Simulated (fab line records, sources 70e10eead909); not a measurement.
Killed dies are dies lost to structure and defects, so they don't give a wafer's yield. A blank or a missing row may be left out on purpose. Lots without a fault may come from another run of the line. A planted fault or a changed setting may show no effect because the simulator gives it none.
fab line records | flow nand_harc
record lots=6 wafers=18 last_day=31
route steps=1302 shown P_GATE@119 END@1302
lots that met no fault: from a run of the same line without faults
start_h: hours from the record's first day to the start of the lot's first wafer shown | wait_h: hours since the lot's step before | " the same as in the row above | L1.1+2: a row that stands for several wafers | - no value, or no start given | * or withheld: withheld | < > ~ a bound
route shown NAME@n: a module of which the file shows steps, and the number in the route of the first | usual: mean/standard deviation of fault-free wafers | same: alike in all rows | chamber/n: place in a boat | sites: the reading at each site | _std_site: their standard deviation | _edge_site: outer sites' mean less inner sites' | radius_mm: how far each site lies from the wafer's centre | mask NAME#n: copy n | behind: the tool/chamber that last shaped the wafer | hold: why the lot was held/for how many hours/how that ended | device: the transistor (n, p or np) that didn't switch | end of line: the same wafers' tests at the end of the route | a step without rows: its recipe alone | killed: dies lost to structure and defects at the first sort, not the wafer's yield | map: a wafer's dies, x killed, . not, _ none there
set.NAME: the setting as run; set.NAME@STEP: as run at that earlier step | model.NAME: the simulator's own value behind a step, which no gauge read
lots at some steps of the route; a table a step, a row a wafer
services: from which hour (start_h, from the record's first day; less than 0 if before it) a tool's chamber was out of use, for how many hours, and why
## steps
# step NHARC_P_GATE_EXPOSE_08
# recipe na=0.6 dose_mj=16.75 mask_id=P_HV
# step NHARC_P_GATE_PEB_09
# recipe peb_temp_c=118 peb_time_s=85
# step NHARC_P_GATE_DEVELOP_10
# recipe time_s=70
# step NHARC_P_GATE_CD_MEAS_11
# recipe target_cd_nm=1640 landing_energy_ev=500
# usual cd_nm=1639.5/2
# same landing_energy_ev=500
# columns lot.wafer tool chamber start_h wait_h cd_nm
L345.1 cd_sem-03 0 87.68 - 1642.1
L345.5 " 0 " " 1637.8
L345.6 " 0 " " 1643.0
L353.3 cd_sem-01 0 166.39 - 1640.5
L353.4 " 0 " " 1641.2
L353.6 " 0 " " 1639.8
L354.1 cd_sem-01 0 173.13 - 1638.8
L354.3 " 0 " " 1640.5
L354.6 " 0 " " 1638.4
L356.1 cd_sem-03 0 192.49 - 1640.1
L356.2 " 0 " " 1640.7
L356.3 " 0 " " 1638.2
L362.2 cd_sem-02 0 253.52 - 1641.1
L362.4 " 0 " " 1639.5
L362.6 " 0 " " 1639.9
L363.1 cd_sem-02 0 260.71 - 1640.5
L363.3 " 0 " " 1639.9
L363.5 " 0 " " 1639.2
# step NHARC_P_GATE_HARDBAKE_12
# recipe temp_c=125 time_s=80
# step NHARC_P_GATE_DESCUM_13
# recipe time_s=3 o2_flow_sccm=200 ar_flow_sccm=0 bias_power_w=0 chemistry=O2
# usual drypump_motor_current_A=5.6/0.51 oes_product_au=1.001/0.013 rf_vpp_V=57.8/0.87 showerhead_plenum_p_Torr=1.90/0.071 throttle_valve_pct=11.311/0.009
# columns lot.wafer tool chamber start_h wait_h drypump_motor_current_A oes_product_au rf_hours_counter_h rf_vpp_V showerhead_plenum_p_Torr throttle_valve_pct
L345.1 rie_diel-07 3 87.85 - 5.1 1.000 7.4 56.6 1.95 11.312
L345.6 " 2 " " 5.3 1.022 - 57.9 2.02 11.312
L345.5 " 3 " " 5.1 1.002 - 57.4 1.95 11.316
L353.4 rie_diel-10 0 166.54 - 5.0 0.995 5.1 57.6 1.92 11.304
L353.3 " 1 " " 5.6 0.989 5.3 57.2 1.85 11.324
L353.6 " 1 " " 5.6 0.996 - 56.7 1.85 11.292
L354.1 rie_diel-05 0 173.30 - 5.9 1.006 6.3 58.4 1.82 11.336
L354.3 " 2 " " 6.1 0.982 6.0 58.6 2.01 11.312
L354.6 " 3 " " 6.1 1.020 - 57.1 1.87 11.310
L356.3 rie_diel-10 1 192.74 - 5.5 1.009 6.8 57.2 1.85 11.310
L356.2 " 2 " " 5.1 0.992 7.9 58.7 1.82 11.322
L356.1 " 3 " " 6.6 0.986 8.0 58.1 1.82 11.294
L362.4 rie_diel-10 0 253.71 - 5.0 1.002 0 58.1 1.91 11.310
L362.2 " 1 " " 5.6 0.998 0 56.4 1.85 11.313
L362.6 " 2 " " 5.1 0.996 - 57.9 1.82 11.292
L363.1 rie_diel-05 0 260.87 - 6.0 1.018 1.5 57.0 1.82 11.314
L363.3 " 2 " " 6.1 0.996 1.4 58.7 2.01 11.296
L363.5 " 2 " " 6.2 0.994 - 56.9 2.01 11.325
# step NHARC_P_GATE_ETCH_14
# recipe target_depth_a=488 chemistry=dHF material=SiO2
# step NHARC_P_GATE_STRIP_15
# recipe time_s=780 temp_c=130 chemistry=SPM
# step NHARC_P_GATE_PRECLEAN_71
# recipe time_s=* temp_c=50 bath_age_min=0 chemistry=SC1
# step NHARC_P_GATE_SRD_72
# step NHARC_P_GATE_OXIDE_16
# recipe target_thk_a=30 temp_c=875 ox_time_s=392 material=SiO2
# step NHARC_P_GATE_CVD_17
# recipe target_thk_a=1500 temp_c=620 time_s=900 material=poly-Si
# step NHARC_P_GATE_HM_DEP_102
# recipe target_thk_a=1200 temp_c=400 material=aC
# usual throttle_valve_pct=34.999/0.0091
# columns lot.wafer tool chamber start_h wait_h throttle_valve_pct
L345.1 acl_dep-01 0 100.29 0.4 34.997
L345.5 " 0 " " 35.002
L345.6 " 0 " " 34.995
L353.3 acl_dep-03 0 179.87 1.2 34.999
L353.4 " 0 " " 35.008
L353.6 " 0 " " 34.985
L353.3 acl_dep-02 0 182.06 2.1 34.985
L353.4 " 0 " " 34.988
L353.6 " 0 " " 35.000
L354.1 acl_dep-02 0 187.44 2.2 34.997
L354.3 " 0 " " 35.002
L354.6 " 0 " " 34.975
L354.1 acl_dep-03 0 189.67 2.1 35.009
L354.3 " 0 " " 34.996
L354.6 " 0 " " 35.001
L356.1 acl_dep-02 0 207.62 2.8 35.008
L356.2 " 0 " " 34.998
L356.3 " 0 " " 34.986
L362.2 acl_dep-01 0 266.52 0.5 35.010
L362.4 " 0 " " 35.005
L362.6 " 0 " " 34.991
L363.1 acl_dep-03 0 273.29 0.4 34.995
L363.3 " 0 " " 35.000
L363.5 " 0 " " 35.024
# step NHARC_P_GATE_DEP_103
# recipe target_thk_a=300 target_thk_nm=30 temp_c=400 flow_sccm=200 rf_w=350 material=SiON
# usual heater_power_w=767/110
# columns lot.wafer tool chamber start_h wait_h heater_power_w
L345.1 pecvd-03 2 100.97 0.6 642
L345.6 " 1 " " 694
L345.5 " 0 " " 596
L353.3 pecvd-01 2 182.80 0.6 719
L353.6 " 2 " " 716
L353.4 " 1 " " 833
L354.3 pecvd-04 0 190.35 0.3 894
L354.1 " 1 " " 736
L354.6 " 2 " " 963
L356.1 pecvd-03 2 208.28 0.6 629
L356.3 " 0 " " 738
L356.2 " 1 " " 647
L362.2 pecvd-03 2 267.14 0.5 558
L362.4 " 0 " " 745
L362.6 " 1 " " 668
L363.1 pecvd-03 0 274.01 0.6 701
L363.3 " 1 " " 730
L363.5 " 1 " " 715
# step NHARC_END_SORT_01
# recipe temp_c=25
# usual killed_at_array=52/19 killed_at_other=0.9/1.3 killed_at_periphery=4/3.1 killed_dies=57/18 killed_open=3.2/1.7 killed_short=2.3/1.4
# same gross_dies=677
# columns lot.wafer tool chamber start_h wait_h killed_at_array killed_at_other killed_at_periphery killed_dies killed_open killed_short
L345.1 prober-02 0 568.83 2.5 29 0 6 35 1 3
L345.5 prober-02 0 572.03 3.7 28 1 7 36 0 4
L345.6 prober-02 0 572.83 4.0 47 0 5 52 2 2
L354.1 prober-01 0 654.31 2.5 61 0 3 64 1 5
L354.3 prober-01 0 655.89 3.1 56 1 3 60 2 4
L354.6 prober-01 0 658.26 3.9 55 0 6 61 5 3
L353.3 prober-01 0 663.62 3.1 36 1 4 41 6 2
L353.4 prober-01 0 664.41 3.4 42 5 9 56 5 3
L353.6 prober-01 0 665.98 3.9 42 4 2 48 1 1
L356.1 prober-01 0 672.44 2.5 92 0 1 93 2 1
L356.2 prober-01 0 673.24 2.8 74 0 4 78 3 4
L356.3 prober-01 0 674.03 3.1 64 0 4 68 2 3
L363.1 prober-02 0 738.20 2.5 37 0 5 42 3 5
L363.3 prober-02 0 739.80 3.1 54 0 2 56 0 3
L363.5 prober-02 0 741.40 3.7 52 0 3 55 3 5
L362.2 prober-01 0 738.90 2.8 35 1 7 43 6 3
L362.4 prober-01 0 740.49 3.4 27 0 10 37 2 1
L362.6 prober-01 0 742.08 4.0 34 0 7 41 6 1
# killed by level:class
L345.1 A_CHANNEL_HOLE_D2:chamber_film_flake=12 A_SLIT:chamber_film_flake=10 P_STI:chamber_film_flake=4 A_WL_FILL:geometric_particle:short=2 P_CONTACT:chamber_film_flake=2 A_STAIRCASE:chamber_film_flake=2 A_CHANNEL_FILL_D1:geometric_particle:short=1 A_CONTACT:geometric_particle:open=1
L345.5 A_SLIT:chamber_film_flake=13 A_CHANNEL_HOLE_D2:chamber_film_flake=10 P_STI:chamber_film_flake=4 P_M0:geometric_particle:short=1 A_DECK1_JOINT:geometric_particle:short=1 A_CHANNEL_FILL_D2:geometric_particle:short=1 P_ZERO_WELL:chamber_film_flake=1 P_CONTACT:chamber_film_flake=1
L345.6 A_SLIT:chamber_film_flake=31 A_CHANNEL_HOLE_D2:chamber_film_flake=8 A_STAIRCASE:chamber_film_flake=3 P_STI:chamber_film_flake=2 A_CONTACT:chamber_film_flake=2 P_GATE:geometric_particle:short=1 P_CONTACT:geometric_particle:open=1 A_M0:geometric_particle:open=1
L354.1 A_SLIT:chamber_film_flake=31 A_CHANNEL_HOLE_D2:chamber_film_flake=6 A_CONTACT:chamber_film_flake=5 A_ZERO_WELL:chamber_film_flake=4 A_CHANNEL_HOLE_D1:chamber_film_flake=3 A_DECK1_JOINT:chamber_film_flake=3 A_STAIRCASE:chamber_film_flake=2 A_WL_FILL:chamber_film_flake=2
L354.3 A_SLIT:chamber_film_flake=31 A_CHANNEL_HOLE_D2:chamber_film_flake=6 A_CONTACT:chamber_film_flake=6 A_CHANNEL_HOLE_D1:chamber_film_flake=3 A_WL_FILL:geometric_particle:short=2 P_CONTACT:chamber_film_flake=2 A_STAIRCASE:chamber_film_flake=2 P_M1:geometric_particle:open=1
L354.6 A_SLIT:chamber_film_flake=31 A_CHANNEL_HOLE_D2:chamber_film_flake=7 P_CONTACT:chamber_film_flake=4 A_CONTACT:chamber_film_flake=4 A_DECK1_JOINT:chamber_film_flake=2 A_M0:chamber_film_flake=2 P_CONTACT:geometric_particle:open=1 P_M0:geometric_particle:open=1
L353.3 A_SLIT:chamber_film_flake=14 A_CONTACT:chamber_film_flake=6 A_CHANNEL_HOLE_D2:chamber_film_flake=4 A_CHANNEL_FILL_D1:geometric_particle:open=2 A_WL_FILL:geometric_particle:short=2 P_GATE:chamber_film_flake=2 A_CHANNEL_HOLE_D1:chamber_film_flake=2 A_CHANNEL_FILL_D2:chamber_film_flake=2
L353.4 A_SLIT:chamber_film_flake=28 A_CHANNEL_HOLE_D2:chamber_film_flake=6 THIN_TSV:chamber_film_flake=4 A_CHANNEL_HOLE_D1:chamber_film_flake=3 P_CONTACT:geometric_particle:open=2 P_ZERO_WELL:chamber_film_flake=2 A_CONTACT:chamber_film_flake=2 P_GATE:geometric_particle:short=1
L353.6 A_SLIT:chamber_film_flake=28 A_CHANNEL_HOLE_D2:chamber_film_flake=9 THIN_TSV:chamber_film_flake=3 P_GATE:chamber_film_flake=2 A_M0:geometric_particle:short=1 STARTING-WAFER:geometric_particle:open=1 A_CHANNEL_HOLE_D1:chamber_film_flake=1 A_CHANNEL_FILL_D2:chamber_film_flake=1
L356.1 A_SLIT:chamber_film_flake=40 A_CHANNEL_HOLE_D1:chamber_film_flake=37 A_CHANNEL_HOLE_D2:chamber_film_flake=9 A_ZERO_WELL:chamber_film_flake=2 P_M0:geometric_particle:short=1 A_DECK1_JOINT:geometric_particle:open=1 A_BLC:geometric_particle:open=1 A_STAIRCASE:chamber_film_flake=1
L356.2 A_CHANNEL_HOLE_D1:chamber_film_flake=32 A_SLIT:chamber_film_flake=16 A_CHANNEL_HOLE_D2:chamber_film_flake=14 A_STAIRCASE:chamber_film_flake=3 A_DECK1_JOINT:geometric_particle:short=2 P_STI:chamber_film_flake=2 P_M1:geometric_particle:open=1 A_CHANNEL_HOLE_D1:geometric_particle:short=1
L356.3 A_CHANNEL_HOLE_D1:chamber_film_flake=32 A_SLIT:chamber_film_flake=15 A_CHANNEL_HOLE_D2:chamber_film_flake=7 A_CONTACT:chamber_film_flake=5 P_GATE:chamber_film_flake=2 P_CONTACT:geometric_particle:short=1 A_DECK1_JOINT:geometric_particle:short=1 A_ONON_D2:geometric_particle:short=1
L363.1 A_SLIT:chamber_film_flake=16 A_CONTACT:chamber_film_flake=9 A_DECK1_JOINT:geometric_particle:short=2 A_ZERO_WELL:chamber_film_flake=2 A_CHANNEL_HOLE_D1:chamber_film_flake=2 P_GATE:geometric_particle:open=1 P_CONTACT:geometric_particle:short=1 P_M0:geometric_particle:open=1
L362.2 A_CONTACT:chamber_film_flake=14 A_CHANNEL_HOLE_D1:chamber_film_flake=7 A_SLIT:chamber_film_flake=4 P_BONDPAD:chamber_film_flake=3 A_M0:geometric_particle:open=2 P_GATE:chamber_film_flake=2 P_CONTACT:geometric_particle:open=1 A_ONON_D2:geometric_particle:short=1
L363.3 A_SLIT:chamber_film_flake=29 A_CONTACT:chamber_film_flake=11 A_CHANNEL_HOLE_D1:chamber_film_flake=7 A_CHANNEL_HOLE_D2:chamber_film_flake=3 A_ZERO_WELL:chamber_film_flake=2 P_GATE:geometric_particle:short=1 P_M0:geometric_particle:short=1 A_SGD_CUT:geometric_particle:short=1
L362.4 A_CHANNEL_HOLE_D1:chamber_film_flake=13 A_CONTACT:chamber_film_flake=9 P_GATE:chamber_film_flake=3 A_SLIT:chamber_film_flake=3 P_M1:chamber_film_flake=2 P_BONDPAD:chamber_film_flake=2 P_GATE:geometric_particle:open=1 P_CONTACT:geometric_particle:short=1
L363.5 A_SLIT:chamber_film_flake=32 A_CONTACT:chamber_film_flake=7 A_CHANNEL_HOLE_D1:chamber_film_flake=5 A_ONON_D1:geometric_particle:short=2 P_GATE:geometric_particle:open=1 P_GATE:geometric_particle:short=1 A_ONON_D2:geometric_particle:short=1 A_CHANNEL_FILL_D2:geometric_particle:open=1
L362.6 A_CHANNEL_HOLE_D1:chamber_film_flake=13 A_CONTACT:chamber_film_flake=11 P_GATE:chamber_film_flake=4 A_SLIT:chamber_film_flake=2 P_CONTACT:geometric_particle:open=1 P_M2:geometric_particle:short=1 A_SOURCE_PLATE:geometric_particle:open=1 A_ONON_D1:geometric_particle:open=1
## services
# columns tool chamber start_h hours kind
rie_diel-10 - 65.50 9.0 pm
acl_dep-02 - 87.25 0.6 repair
pecvd-04 - 88.02 13.0 pm
pecvd-01 0 93.28 30.6 repair
rie_diel-07 0 104.16 4.5 repair
pecvd-03 0 106.40 29.1 repair
pecvd-01 2 108.21 10.0 repair
rie_diel-07 - 117.20 9.0 pm
acl_dep-03 - 117.66 13.0 pm
rie_diel-10 - 129.16 3.4 repair
pecvd-01 - 130.27 13.0 pm
pecvd-03 0 138.96 10.2 repair
rie_diel-10 1 172.55 2.6 repair
rie_diel-10 3 180.49 2.1 repair
rie_diel-10 0 184.58 1.4 repair
pecvd-03 - 185.25 13.0 pm
rie_diel-05 - 190.68 2.6 repair
acl_dep-01 - 192.79 13.0 pm
rie_diel-10 - 200.96 1.0 repair
rie_diel-05 - 229.65 9.0 pm
rie_diel-10 - 242.50 9.0 pm
acl_dep-02 - 243.57 13.0 pm
rie_diel-10 0 254.05 7.4 repair
rie_diel-05 1 254.30 11.8 repair
## key
first_sign step=NHARC_P_GATE_HM_DEP_102 reading=visit direction=added
effect none on later readings
met_at NHARC_P_GATE_HM_DEP_102
struck_wafers L353.3,L353.4,L353.6,L354.1,L354.3,L354.6
tester_left_out L353,L354
fault kind=repeated_step_whole tool=acl_dep-01,acl_dep-02,acl_dep-03 chamber=- onset_h=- steps=NHARC_P_GATE_HM_DEP_102 times=1 scope=struck_lots_only
# tester_left_out: of these lots the tester's yield and bins aren't shown, on N5 and GAA mostly nor the transistor test; their killed dies are dies lost to structure and defects alone, not to doping, threshold or leakage, so they don't give the yield
